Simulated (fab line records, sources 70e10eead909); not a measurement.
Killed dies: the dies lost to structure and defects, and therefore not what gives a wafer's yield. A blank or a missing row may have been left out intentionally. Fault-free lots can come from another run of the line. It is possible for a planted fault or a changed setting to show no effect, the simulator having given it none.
Chamber matching | flow nand-harc | 4 sister chambers for NHARC_A_STAIRCASE_ALD_420 on ald-hk-01
The step deposits SiO2, target thk 20 nm, pulse time 6 s, ald cycles 200. 16 wafers are shown with their chamber, then 8 later ones without.

== WAFERS PAIRED WITH THEIR CHAMBERS ==
wafer  | chamber | heater-power-outer-w (W) | heater-power-w (W) | precursor-pulse-height-rel
L075.1 | 0       | 306                      | 493                | 0.974
L075.2 | 2       | 226                      | 406                | 0.996
L075.5 | 2       | 222                      | 411                | 0.992
L078.4 | 1       | 248                      | 459                | 1.017
L078.5 | 3       | 293                      | 532                | 0.999
L078.6 | 2       | 223                      | 407                | 1.001
L079.3 | 3       | 297                      | 531                | 0.990
L079.4 | 0       | 300                      | 492                | 1.005
L079.6 | 0       | 306                      | 487                | 1.026
L085.1 | 1       | 250                      | 459                | 0.967
L085.3 | 0       | 317                      | 512                | 1.004
L085.6 | 1       | 245                      | 446                | 1.011
L087.1 | 1       | 250                      | 451                | 0.998
L087.2 | 3       | 276                      | 489                | 1.009
L087.6 | 3       | 282                      | 492                | 0.983
L091.2 | 1       | 246                      | 460                | 1.006

SIGNATURES (averages over the wafers above)
reading                    | chamber 0 | chamber 1 | chamber 2 | chamber 3 | scatter within a chamber
heater-power-outer-w       | 307.25    | 247.80    | 223.67    | 287.00    | 6.21
heater-power-w             | 496.00    | 455.00    | 408.00    | 511.00    | 13.6
precursor-pulse-height-rel | 1.00225   | 0.99980   | 0.99633   | 0.99525   | 0.0167
Rule: distance of a wafer from a chamber = root of the sum over the readings of ((wafer's reading minus chamber's mean) / reading's scatter) squared. The wafer belongs to the nearest chamber; if the next one is less than 2 further off, it can't be placed. The scatter is the square root of a quotient: the sum, over the shown wafers, of each reading's squared deviation from its chamber's mean, divided by wafers minus chambers.

== WAFERS MISSING THEIR CHAMBER ==
wafer  | heater-power-outer-w (W) | heater-power-w (W) | precursor-pulse-height-rel
L091.3 | 225                      | 411                | 0.994
L091.6 | 314                      | 496                | 1.003
L093.3 | 316                      | 508                | 1.009
L093.5 | 276                      | 485                | 1.025
L093.6 | 230                      | 405                | 0.995
L096.4 | 286                      | 492                | 0.997
L096.5 | 311                      | 507                | 0.991
L096.6 | 282                      | 504                | 1.013

== WHICH CHAMBER EACH WENT THROUGH ==
wafer  | from the rows above | in truth
L091.3 | 2                   | 2
L091.6 | 0                   | 0
L093.3 | 0                   | 0
L093.5 | 3                   | 3
L093.6 | 2                   | 2
L096.4 | 3                   | 3
L096.5 | 0                   | 0
L096.6 | 3                   | 3
Placed correctly: 8 of 8. Not placeable from these rows: 0. 0 placed wrongly.
